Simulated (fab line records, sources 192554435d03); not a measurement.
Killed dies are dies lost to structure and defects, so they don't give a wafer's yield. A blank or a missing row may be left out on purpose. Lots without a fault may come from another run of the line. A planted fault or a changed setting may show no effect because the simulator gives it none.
fab line records | flow n5_finfet
record lots=9 wafers=24 last_day=17
route steps=1938 shown GATE_CUT@490 BEOL_M4@1111 PASSIVATION@1936
lots that met no fault: from a run of the same line without faults
start_h: hours from the record's first day to the start of the lot's first wafer shown | wait_h: hours since the lot's step before | " the same as in the row above | L1.1+2: a row that stands for several wafers | - no value, or no start given | * or withheld: withheld | < > ~ a bound
route shown NAME@n: a module of which the file shows steps, and the number in the route of the first | usual: mean/standard deviation of fault-free wafers | same: alike in all rows | chamber/n: place in a boat | sites: the reading at each site | _std_site: their standard deviation | _edge_site: outer sites' mean less inner sites' | radius_mm: how far each site lies from the wafer's centre | mask NAME#n: copy n | behind: the tool/chamber that last shaped the wafer | hold: why the lot was held/for how many hours/how that ended | device: the transistor (n, p or np) that didn't switch | end of line: the same wafers' tests at the end of the route | a step without rows: its recipe alone | killed: dies lost to structure and defects at the first sort, not the wafer's yield | map: a wafer's dies, x killed, . not, _ none there
set.NAME: the setting as run; set.NAME@STEP: as run at that earlier step | model.NAME: the simulator's own value behind a step, which no gauge read
steps of the route over a sample of lots; a table a step, a row a wafer
services: from which hour (start_h, from the record's first day; less than 0 if before it) a tool's chamber was out of use, for how many hours, and why
## steps
# step N5_GATE_CUT_DESCUM_18
# recipe chemistry=O2 time_s=7 source_power_w=50 bias_power_w=20 pressure_mtorr=20 rf_frequency_hz=2.712e+07 temp_c=40 resist=CAR-EUV o2_flow_sccm=225
# usual drypump_motor_current_A=5.9/0.3 o2_flow_sccm=224.9/0.69 oes_product_au=0.82/0.079 rf_vpp_V=244.0/1.3 showerhead_plenum_p_Torr=2.15/0.06 throttle_valve_pct=20.41/0.24
# columns lot.wafer tool chamber start_h wait_h drypump_motor_current_A o2_flow_sccm oes_product_au rf_hours_counter_h rf_vpp_V showerhead_plenum_p_Torr throttle_valve_pct
L234.1 rie_diel-05 2 83.65 0.0 6.3 225.1 0.79 122 244.6 2.20 20.75
L234.5 " 2 " " 6.4 225.8 0.78 - 246.3 2.20 20.76
L236.1 rie_diel-04 0 96.14 0.0 5.9 226.1 0.76 143 244.9 2.19 20.39
L236.3 " 3 " " 5.5 226.4 0.77 122 240.7 1.95 20.41
L236.5 " 2 " " 6.1 223.5 0.80 - 243.3 2.18 19.86
L239.1 rie_diel-04 2 114.06 0.0 6.1 224.6 0.80 131 244.3 2.17 19.87
L239.4 " 3 " " 5.5 224.7 0.77 128 240.3 1.94 20.44
L244.1 rie_diel-05 0 144.76 0.0 6.1 224.9 0.75 154 244.0 2.17 20.25
L244.2 " 3 " " 6.1 225.6 0.86 53 244.8 2.22 20.44
L244.4 " 2 " " 6.3 225.6 0.76 140 245.2 2.19 20.80
L245.1 rie_diel-03 3 155.93 0.4 5.8 225.3 0.93 13 244.4 2.13 20.31
L245.2 " 0 " " 5.2 223.9 0.97 5 244.6 2.15 20.26
L249.1 rie_diel-05 1 174.77 0.1 5.7 225.4 0.87 44 243.0 2.12 20.22
L249.2 " 2 " " 6.3 225.4 0.76 150 244.8 2.19 20.80
L249.5 " 2 " " 6.3 225.3 0.77 - 243.4 2.19 20.81
L251.1 rie_diel-03 3 187.54 0.1 5.8 224.5 0.90 23 242.9 2.12 20.31
L251.3 " 0 " " 5.2 225.0 0.94 15 244.2 2.15 20.27
L251.5 " 2 " " 5.4 225.7 0.79 - 244.0 2.10 20.48
L253.2 rie_diel-05 0 201.57 0.0 6.1 225.1 0.75 172 244.6 2.17 20.27
L253.4 " 1 " " 5.7 224.8 0.87 - 244.2 2.11 20.25
L253.6 " 3 " " 6.1 225.5 0.83 - 244.3 2.21 20.46
L254.1 rie_diel-05 0 206.46 0.0 6.1 225.6 0.75 174 244.2 2.17 20.27
L254.5 " 1 " " 5.8 224.6 0.86 - 244.5 2.11 20.24
L254.6 " 0 " " 6.1 225.8 0.75 - 244.0 2.16 20.27
# step N5_GATE_CUT_ETCH_37
# recipe chemistry=N2/H2 target=SOC target_depth_a=600 overetch_a=120 mask_material=SiARC temp_c=40 time_s=90 ion_energy_ev=200 pressure_mtorr=30 source_w=840 bias_w=150 n2_flow_sccm=200 h2_flow_sccm=200
# usual drypump_motor_current_A=5.9/0.31 oes_product_au=0.73/0.068 rf_vpp_V=525.6/2.2 showerhead_plenum_p_Torr=2.61/0.072 throttle_valve_pct=17.83/0.23
# columns lot.wafer tool chamber start_h wait_h drypump_motor_current_A oes_product_au rf_hours_counter_h rf_vpp_V showerhead_plenum_p_Torr throttle_valve_pct
L234.1 rie_diel-05 2 83.73 0.0 6.4 0.70 122 528.7 2.67 18.22
L234.5 " 2 " " 6.4 0.71 - 527.9 2.68 18.21
L236.1 rie_diel-04 0 96.22 0.0 5.9 0.67 143 526.1 2.65 17.74
L236.3 " 3 " " 5.5 0.69 122 518.6 2.36 17.82
L236.5 " 2 " " 6.1 0.72 - 526.8 2.65 17.32
L239.1 rie_diel-04 2 114.14 0.0 6.1 0.71 131 525.7 2.65 17.33
L239.4 " 3 " " 5.5 0.68 128 518.5 2.35 17.81
L244.1 rie_diel-05 0 144.84 0.0 6.1 0.68 154 525.9 2.65 17.71
L244.2 " 3 " " 6.1 0.77 53 528.3 2.69 17.82
L244.4 " 2 " " 6.4 0.70 140 525.5 2.67 18.25
L245.1 rie_diel-03 3 156.01 0.0 5.8 0.83 13 525.0 2.60 17.70
L245.2 " 0 " " 5.2 0.86 5 526.2 2.60 17.56
L249.1 rie_diel-05 1 174.85 0.0 5.7 0.79 44 525.2 2.58 17.76
L249.2 " 2 " " 6.4 0.68 150 525.7 2.66 18.26
L249.5 " 2 " " 6.3 0.69 - 527.4 2.66 18.26
L251.1 rie_diel-03 3 187.62 0.0 5.8 0.82 23 525.3 2.59 17.72
L251.3 " 0 " " 5.2 0.82 15 526.1 2.60 17.57
L251.5 " 2 " " 5.4 0.69 - 523.3 2.57 17.95
L253.2 rie_diel-05 0 201.65 0.0 6.1 0.67 172 526.3 2.64 17.72
L253.4 " 1 " " 5.8 0.78 - 523.4 2.58 17.76
L253.6 " 3 " " 6.1 0.74 - 526.1 2.68 17.84
L254.1 rie_diel-05 0 206.54 0.0 6.1 0.66 174 527.2 2.64 17.73
L254.5 " 1 " " 5.8 0.77 - 524.7 2.58 17.79
L254.6 " 0 " " 6.1 0.66 - 528.0 2.64 17.74
# step N5_GATE_CUT_ETCH_47
# recipe chemistry=Cl2/BCl3 target=SiO2 target_depth_a=100 pressure_mtorr=10 icp_w=1000 bias_w=126 Cl2_flow_sccm=53.25 bcl3_flow_sccm=21.75 Ar_flow_sccm=25
# usual drypump_motor_current_A=5.77/0.23 he_backside_leak_sccm=3.44/0.17 mfc_cl2_sccm=53.23/0.14 oes_product_au=0.80/0.096 throttle_valve_pct=22.64/0.25
# columns lot.wafer tool chamber start_h wait_h drypump_motor_current_A he_backside_leak_sccm mfc_cl2_sccm oes_product_au rf_hours_counter_h throttle_valve_pct
L234.1 rie_metal-01 1 84.20 0.0 5.97 3.51 53.23 0.73 58 23.01
L234.5 " 0 " " 5.61 3.58 53.32 0.89 - 22.41
L236.1 rie_metal-02 0 96.84 0.1 5.51 3.46 52.99 0.88 18 22.56
L236.3 " 0 " " 5.51 3.40 53.20 0.87 - 22.55
L236.5 " 0 " " 5.53 3.50 53.40 0.88 - 22.55
L239.1 rie_metal-02 0 114.61 0.0 5.54 3.64 53.26 0.87 22 22.57
L239.4 " 0 " " 5.51 3.65 53.46 0.87 - 22.55
L244.1 rie_metal-02 0 145.30 0.0 5.50 3.64 53.11 0.85 25 22.55
L244.2 " 1 " " 5.93 3.07 53.32 1.19 3 22.32
L244.4 " 1 " " 5.92 3.13 53.61 0.93 - 22.33
L245.1 rie_metal-02 0 156.48 0.0 5.50 3.39 53.01 0.84 26 22.56
L245.2 " 1 " " 5.95 3.05 53.17 1.18 4 22.32
L249.1 rie_metal-02 0 175.32 0.0 5.53 3.62 53.28 0.84 27 22.56
L249.2 " 1 " " 5.91 3.25 53.08 1.17 6 22.32
L249.5 " 1 " " 5.92 3.23 53.38 0.92 - 22.32
L251.1 rie_metal-03 1 188.23 0.1 6.05 3.57 53.13 0.74 54 22.75
L251.3 " 1 " " 6.06 3.58 53.17 0.75 - 22.74
L251.5 " 1 " " 6.05 3.55 53.10 0.74 - 22.74
L253.2 rie_metal-03 1 202.27 0.1 6.06 3.28 53.17 0.74 - 22.75
L253.4 " 1 " " 6.06 3.17 53.26 0.74 - 22.77
L253.6 " 1 " " 6.05 3.21 53.54 0.74 - 22.75
L254.1 rie_metal-01 1 207.01 0.0 5.96 3.37 53.45 0.70 70 23.05
L254.5 " 0 " " 5.60 3.57 53.35 0.81 - 22.42
L254.6 " 1 " " 5.95 3.43 53.33 0.70 - 23.03
# step N5_GATE_CUT_ALD_22
# recipe material=SiNx target_thk_a=160 temp_c=400 ald_precursor_family=SiH2I2 ald_co_reactant=N2/H2-plasma pulse_time_s=1 ald_cycles=320 purge_time_s=2 co_reactant_purge_time_s=2 pressure_torr=2
# usual heater_power_w=810/92 precursor_pulse_height_rel=1.004/0.02
# same purge_time_s=2
# columns lot.wafer tool chamber start_h wait_h heater_power_w precursor_pulse_height_rel since_wet_clean_h
L234.1 ald_sin-04 0 84.54 0.0 869 0.997 181
L234.5 " 3 " " 736 0.992 -
L236.1 ald_sin-01 1 97.26 0.0 809 1.003 90
L236.3 " 0 " " 886 0.998 90
L236.5 " 1 " " 803 0.988 -
L239.1 ald_sin-03 1 115.37 0.5 1005 1.029 16
L239.4 " 0 " " 929 0.979 16
L244.1 ald_sin-01 3 145.60 0.0 788 0.979 138
L244.2 " 2 " " 813 1.039 138
L244.4 " 1 " " 839 1.016 138
L245.1 ald_sin-01 1 156.77 0.0 798 0.991 149
L245.2 " 2 " " 780 1.019 149
L249.1 ald_sin-01 1 175.61 0.0 820 1.010 168
L249.2 " 0 " " 896 1.004 168
L249.5 " 2 " " 802 0.974 -
L251.1 ald_sin-04 2 188.64 0.0 624 1.027 285
L251.3 " 1 " " 808 1.055 285
L251.5 " 0 " " 868 0.996 -
L253.2 ald_sin-04 0 202.80 0.0 891 1.010 299
L253.4 " 1 " " 802 0.968 299
L253.6 " 2 " " 644 1.019 -
L254.1 ald_sin-01 0 207.65 0.4 865 0.996 200
L254.5 " 0 " " 917 1.010 -
L254.6 " 3 " " 805 1.008 -
# step N5_GATE_CUT_THK_MEAS_24
# recipe reads=SiO2_of_GATE_CUT_HM_DEP_46+SiO2_flowable_of_ILD0_FCVD_FILL_01
# usual GC_FILL_THK=221.1/2.2
# columns lot.wafer tool chamber start_h wait_h GC_FILL_THK[nm]
L234.1 film_metro-01 - 86.32 - 224.1
L234.5 " - " " 225.6
L236.1 film_metro-02 - 99.05 - 222.5
L236.3 " - " " 217.2
L236.5 " - " " 224.1
L239.1 film_metro-01 - 117.16 - 221.2
L239.4 " - " " 221.2
L244.1 film_metro-02 - 147.38 - 222.2
L244.2 " - " " 216.8
L244.4 " - " " 224.0
L245.1 film_metro-02 - 158.56 - 218.7
L245.2 " - " " 215.1
L249.1 film_metro-02 - 177.40 - 220.0
L249.2 " - " " 213.2
L249.5 " - " " 223.5
L251.1 film_metro-02 - 190.43 - 222.8
L251.3 " - " " 220.6
L251.5 " - " " 224.8
L253.2 film_metro-01 - 204.58 - 220.5
L253.4 " - " " 221.9
L253.6 " - " " 224.4
L254.1 film_metro-01 - 209.43 - 220.6
L254.5 " - " " 223.3
L254.6 " - " " 220.5
# step N5_BEOL_M4_RC_MEAS_101
# usual DIBL_N=35.8/1.7 DIBL_P=35.9/1.9 IOFF_N=0.151/0.028 IOFF_P=0.21/0.037 ION_N=673/12 ION_P=463/8.3 SS_N=71.4/0.59 SS_P=73.2/0.63 VT_N=250/3.2 VT_P=-250/3.7
# columns lot.wafer tool chamber start_h wait_h DIBL_N[mV/V] DIBL_P[mV/V] IOFF_N[nA/um] IOFF_P[nA/um] ION_N[uA/um] ION_P[uA/um] SS_N[mV/dec] SS_P[mV/dec] VT_N[mV] VT_P[mV]
L234.1 prober-02 0 161.17 0.0 36.1 36.0 0.141 0.21 667 462 71.5 73.7 249 -247
L234.5 " 0 " " 35.2 35.2 0.130 0.21 660 457 71.2 73.0 254 -250
L236.1 prober-01 0 166.20 0.0 37.0 36.9 0.171 0.26 668 466 72.2 74.2 251 -245
L236.3 " 0 " " 37.4 37.2 0.197 0.28 688 476 71.6 74.1 245 -243
L236.5 " 0 " " 37.3 36.3 0.185 0.27 674 470 71.8 74.2 246 -243
L239.1 prober-01 0 195.53 0.0 37.4 36.9 0.171 0.26 687 472 71.9 73.9 249 -244
L239.4 " 0 " " 37.7 37.7 0.188 0.28 692 475 71.5 74.0 245 -245
L244.1 prober-02 0 221.99 0.0 39.0 38.5 0.201 0.25 678 464 72.6 73.6 248 -244
L244.2 " 0 " " 35.2 36.1 0.139 0.20 669 460 71.8 73.6 252 -250
L244.4 " 0 " " 35.4 36.3 0.157 0.22 690 471 71.9 72.8 249 -248
L245.1 prober-01 0 232.74 0.0 35.7 36.6 0.149 0.18 683 462 70.8 72.9 251 -254
L245.2 " 0 " " 33.5 33.9 0.116 0.15 666 460 71.0 72.7 252 -259
L249.1 prober-01 0 253.85 0.0 36.9 36.0 0.167 0.20 669 456 71.9 73.1 250 -252
L249.2 " 0 " " 37.8 36.6 0.182 0.21 679 463 71.3 73.6 245 -249
L249.5 " 0 " " 36.8 35.3 0.162 0.20 684 469 71.2 72.6 248 -252
L251.1 prober-02 0 263.70 0.0 35.3 36.1 0.131 0.18 668 458 71.2 72.4 254 -252
L251.3 " 0 " " 35.5 36.0 0.128 0.18 655 453 71.2 73.1 254 -253
L251.5 " 0 " " 34.6 34.9 0.117 0.18 656 451 70.8 72.8 256 -255
L254.1 prober-01 0 285.94 0.0 36.2 35.1 0.164 0.17 657 449 71.5 72.7 255 -254
L254.5 " 0 " " 35.3 34.8 0.142 0.17 652 449 71.8 73.9 252 -253
L254.6 " 0 " " 33.4 32.4 0.119 0.15 659 455 71.1 72.6 254 -254
L253.2 prober-01 0 292.56 0.2 37.2 37.6 0.173 0.25 663 463 72.2 74.2 250 -246
L253.4 " 0 " " 35.0 36.0 0.147 0.22 679 469 71.2 73.3 250 -249
L253.6 " 0 " " 37.4 38.0 0.176 0.26 680 468 71.8 73.6 249 -248
# step N5_PASSIVATION_PROBE_49
# usual defect_limited_yield=91.4/1.5 killed_at_M0_to_M3=33/9.8 killed_at_M4_up=14/5.5 killed_at_contacts=12/6.5 killed_at_front_end=38/11 killed_at_other=3/3.1 killed_dies=101/17 killed_open=66/13 killed_short=32/7.5 sort_bin_5_function=5.0/1 sort_bin_6_memory=3.2/0.69 sort_n_pass=1079/17 sort_yield_pct=91.4/1.5
# same gross_dies=1180 killed_at_back_side=0 sort_bin_4_leakage[%]=0 sort_bin_8_speed[%]=0
# columns lot.wafer tool chamber start_h wait_h defect_limited_yield[%] killed_at_M0_to_M3 killed_at_M4_up killed_at_contacts killed_at_front_end killed_at_other killed_dies killed_open killed_short sort_bin_5_function[%] sort_bin_6_memory[%] sort_n_pass sort_yield_pct[%]
L234.1 prober-02 - 276.98 0.0 89.8 51 10 6 53 0 120 81 39 6.1 3.9 1060 89.8
L234.5 prober-02 - 277.18 0.2 90.3 45 11 8 50 0 114 58 48 4.7 3.7 1066 90.3
L244.1 prober-01 - 333.66 0.0 93.4 26 13 4 33 2 78 51 26 4.2 2.2 1102 93.4
L244.2 prober-01 - 333.71 0.1 94.2 22 13 5 21 7 68 42 22 3.1 2.7 1112 94.2
L244.4 prober-01 - 333.81 0.2 93.6 23 15 15 19 3 75 49 21 3.3 2.5 1105 93.6
L245.1 prober-01 - 338.82 0.0 92.1 21 16 5 50 1 93 63 28 5.3 2.5 1087 92.1
L245.2 prober-01 - 338.87 0.1 91.2 35 18 14 36 1 104 77 26 4.9 3.5 1076 91.2
L249.1 prober-02 - 365.60 0.0 92.5 24 15 3 46 1 89 55 34 4.0 3.2 1091 92.5
L249.2 prober-02 - 365.65 0.1 92.9 37 14 8 23 2 84 53 28 4.3 2.5 1096 92.9
L249.5 prober-02 - 365.80 0.2 91.8 39 11 4 43 0 97 59 37 4.5 3.5 1083 91.8
L251.1 prober-01 - 367.30 0.0 90.8 42 21 6 34 5 108 69 31 5.4 2.9 1072 90.8
L251.3 prober-01 - 367.40 0.1 89.8 53 12 4 48 3 120 84 36 5.4 4.4 1060 89.8
L251.5 prober-01 - 367.50 0.2 90.7 37 8 6 57 2 110 71 39 5.3 3.6 1070 90.7
L253.2 prober-01 - 395.02 0.1 91.4 35 13 9 37 7 101 64 36 4.7 3.4 1079 91.4
L253.4 prober-01 - 395.12 0.2 88.9 46 11 3 62 9 131 89 41 6.9 3.8 1049 88.9
L253.6 prober-01 - 395.22 0.3 89.9 41 15 13 44 6 119 73 43 5.4 4.2 1061 89.9
L254.1 prober-01 - 397.13 1.3 93.3 35 8 7 27 2 79 51 26 4.2 2.2 1101 93.3
L254.5 prober-01 - 397.33 1.5 92.5 30 9 5 39 5 88 56 30 4.2 3.1 1092 92.5
L254.6 prober-01 - 397.38 1.6 91.7 40 12 6 33 7 98 56 40 4.7 3.5 1082 91.7
# killed by level:class
L234.1 STI_FIN_REVEAL:geometric_particle:open=13 BEOL_M0_SAQP:geometric_particle:short=13 BEOL_M3:geometric_particle:open=12 BEOL_M0_SAQP:geometric_particle:open=11 FIN_SAQP:geometric_particle:open=10 BEOL_M1:geometric_particle:open=7 FIN_SAQP:geometric_particle:short=6 ILD0:geometric_particle:short=4
L234.5 FIN_SAQP:geometric_particle:open=13 BEOL_M1:geometric_particle:open=8 BEOL_M3:geometric_particle:short=8 BEOL_M0_SAQP:geometric_particle:short=7 BEOL_M0_SAQP:geometric_particle:open=7 HKMG_FIN:area_etch=7 ILD0:geometric_particle:short=5 MOL_CONTACT_COAG:geometric_particle:open=5
L244.1 BEOL_M1:geometric_particle:open=7 GATE_CUT:geometric_particle:short=6 BEOL_M0_SAQP:geometric_particle:short=6 FIN_SAQP:geometric_particle:short=5 FIN_SAQP:geometric_particle:open=5 DUMMY_GATE:geometric_particle:open=5 MOL_CONTACT_COAG:geometric_particle:open=4 BEOL_M2:geometric_particle:open=4
L244.2 BEOL_M0_SAQP:geometric_particle:open=6 BEOL_M5:geometric_particle:open=6 FIN_SAQP:geometric_particle:open=5 BEOL_M0_SAQP:geometric_particle:short=5 ILD0:geometric_particle:open=4 BEOL_M1:geometric_particle:open=3 STARTING-WAFER:geometric_particle:short=3 DUMMY_GATE:geometric_particle:open=2
L244.4 MOL_CONTACT_COAG:geometric_particle:open=11 BEOL_M2:geometric_particle:open=6 BEOL_M1:geometric_particle:open=5 DUMMY_GATE:geometric_particle:open=4 MOL_CONTACT_COAG:geometric_particle:short=4 BEOL_M0_SAQP:geometric_particle:open=4 BEOL_M5:geometric_particle:open=4 FIN_SAQP:geometric_particle:open=3
L245.1 STI_FIN_REVEAL:geometric_particle:open=14 FIN_SAQP:geometric_particle:short=10 BEOL_M4:geometric_particle:open=9 FIN_SAQP:geometric_particle:open=8 BEOL_M1:geometric_particle:open=7 BEOL_M1:geometric_particle:short=6 ILD0:geometric_particle:short=5 MOL_CONTACT_COAG:geometric_particle:open=5
L245.2 BEOL_M3:geometric_particle:open=12 BEOL_M2:geometric_particle:open=11 FIN_SAQP:geometric_particle:open=10 MOL_CONTACT_COAG:geometric_particle:open=9 BEOL_M4:geometric_particle:open=9 FIN_SAQP:geometric_particle:short=5 STI_FIN_REVEAL:geometric_particle:open=5 MOL_CONTACT_COAG:geometric_particle:short=5
L249.1 FIN_SAQP:geometric_particle:open=16 GATE_CUT:geometric_particle:short=10 BEOL_M5:geometric_particle:open=7 BEOL_M0_SAQP:geometric_particle:short=5 BEOL_M1:geometric_particle:open=5 BEOL_M1:geometric_particle:short=5 GATE_CUT:geometric_particle:open=4 BEOL_M0_SAQP:geometric_particle:open=4
L249.2 BEOL_M3:geometric_particle:open=10 BEOL_M0_SAQP:geometric_particle:short=9 MOL_CONTACT_COAG:geometric_particle:open=7 BEOL_M3:geometric_particle:short=6 BEOL_M4:geometric_particle:open=6 BEOL_M5:geometric_particle:open=5 DUMMY_GATE:geometric_particle:open=4 GATE_CUT:geometric_particle:short=4
L249.5 FIN_SAQP:geometric_particle:open=9 BEOL_M0_SAQP:geometric_particle:short=9 FIN_SAQP:geometric_particle:short=8 BEOL_M0_SAQP:geometric_particle:open=8 BEOL_M3:geometric_particle:open=8 BEOL_M4:geometric_particle:open=6 BEOL_M3:geometric_particle:short=5 GATE_CUT:geometric_particle:short=4
L251.1 BEOL_M3:geometric_particle:open=20 HKMG_FIN:area_etch=8 BEOL_M5:geometric_particle:open=7 STI_FIN_REVEAL:geometric_particle:open=6 BEOL_M1:geometric_particle:open=6 MOL_CONTACT_COAG:geometric_particle:open=5 BEOL_M7:geometric_particle:open=4 BEOL_M3:geometric_particle:short=4
L251.3 STI_FIN_REVEAL:geometric_particle:open=20 BEOL_M2:geometric_particle:open=15 BEOL_M3:geometric_particle:open=15 STARTING-WAFER:geometric_particle:short=7 BEOL_M0_SAQP:geometric_particle:open=7 BEOL_M5:geometric_particle:open=7 DUMMY_GATE:geometric_particle:open=5 BEOL_M0_SAQP:geometric_particle:short=5
L251.5 STI_FIN_REVEAL:geometric_particle:open=18 BEOL_M3:geometric_particle:open=12 BEOL_M0_SAQP:geometric_particle:short=8 FIN_SAQP:geometric_particle:open=7 FIN_SAQP:geometric_particle:short=6 BEOL_M0_SAQP:geometric_particle:open=6 STARTING-WAFER:geometric_particle:open=6 STARTING-WAFER:geometric_particle:short=5
L253.2 FIN_SAQP:geometric_particle:open=12 FIN_SAQP:geometric_particle:short=11 BEOL_M3:geometric_particle:open=10 BEOL_M0_SAQP:geometric_particle:short=7 BEOL_M2:geometric_particle:open=7 MOL_CONTACT_COAG:geometric_particle:open=6 STI_FIN_REVEAL:geometric_particle:open=5 BEOL_M0_SAQP:geometric_particle:open=4
L253.4 FIN_SAQP:geometric_particle:open=30 BEOL_M0_SAQP:geometric_particle:open=11 BEOL_M0_SAQP:geometric_particle:short=11 BEOL_M3:geometric_particle:open=10 FIN_SAQP:geometric_particle:short=7 GATE_CUT:geometric_particle:short=7 MIM_TOP_ETCH:geometric_particle:short=6 BEOL_M2:geometric_particle:open=6
L253.6 BEOL_M0_SAQP:geometric_particle:short=13 FIN_SAQP:geometric_particle:open=10 BEOL_M2:geometric_particle:open=9 MOL_CONTACT_COAG:geometric_particle:open=8 BEOL_M0_SAQP:geometric_particle:open=8 FIN_SAQP:geometric_particle:short=7 STI_FIN_REVEAL:geometric_particle:open=5 MOL_CONTACT_COAG:geometric_particle:short=5
L254.1 BEOL_M0_SAQP:geometric_particle:open=9 BEOL_M0_SAQP:geometric_particle:short=9 STI_FIN_REVEAL:geometric_particle:open=6 BEOL_M2:geometric_particle:open=6 FIN_SAQP:geometric_particle:open=5 GATE_CUT:geometric_particle:short=4 MOL_CONTACT_COAG:geometric_particle:short=4 BEOL_M5:geometric_particle:open=4
L254.5 STI_FIN_REVEAL:geometric_particle:open=12 BEOL_M0_SAQP:geometric_particle:short=8 BEOL_M0_SAQP:geometric_particle:open=8 FIN_SAQP:geometric_particle:short=7 FIN_SAQP:geometric_particle:open=4 BEOL_M2:geometric_particle:open=4 MOL_CONTACT_COAG:geometric_particle:open=4 GATE_CUT:geometric_particle:short=3
L254.6 BEOL_M3:geometric_particle:open=12 FIN_SAQP:geometric_particle:short=10 BEOL_M2:geometric_particle:open=7 STI_FIN_REVEAL:geometric_particle:open=6 BEOL_M0_SAQP:geometric_particle:short=6 BEOL_M1:geometric_particle:open=6 PAD_METAL:geometric_particle:short=5 ILD0:geometric_particle:short=3
## services
# columns tool chamber start_h hours kind
ald_sin-03 - 64.47 1.5 repair
rie_metal-01 0 67.72 12.7 repair
rie_diel-03 0 68.69 27.3 repair
ald_sin-01 3 78.59 10.8 repair
rie_metal-02 1 82.94 - clean
rie_metal-02 1 82.94 29.8 scheduled_down
rie_metal-02 1 82.94 29.8 vent_cycle
ald_sin-03 - 85.31 14.0 pm
rie_metal-03 - 88.78 2.8 pm
rie_diel-05 0 92.10 4.1 repair
rie_diel-03 3 95.99 - clean
rie_diel-03 3 95.99 - consumable_replace:focus_ring
rie_diel-03 3 95.99 22.8 scheduled_down
rie_diel-03 3 95.99 22.8 vent_cycle
rie_diel-03 0 99.83 13.6 repair
ald_sin-04 2 105.94 1.3 repair
rie_diel-05 - 127.03 0.2 repair
ald_sin-01 3 153.20 4.7 repair
ald_sin-04 - 159.72 0.6 repair
rie_diel-05 1 162.56 1.5 repair
rie_metal-03 0 168.32 7.0 repair
rie_metal-02 - 170.58 0.4 repair
rie_diel-04 - 193.45 0.5 repair
rie_diel-05 2 195.74 11.3 repair
## key
first_sign step=N5_GATE_CUT_ETCH_47 reading=oes_product_au direction=up sigmas=3.9 usual=0.80 struck=1.18
effect step=N5_GATE_CUT_THK_MEAS_24 reading=GC_FILL_THK direction=down sigmas=2.8 usual=221.1 struck=215.0
met_at N5_GATE_CUT_ETCH_47
struck_lots L244,L245,L249
struck_wafers L244.2,L245.2,L249.2
not_acting_at N5_GATE_CUT_DESCUM_18,N5_GATE_CUT_ETCH_37,N5_GATE_CUT_ALD_22
onset_between 114.61 145.30
fault kind=process_parameter_drift tool=rie_metal-02 chamber=- onset_h=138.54 steps=N5_GATE_CUT_ETCH_47 channel=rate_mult offset=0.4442 shape=step end_h=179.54 scope=struck_wafers_only
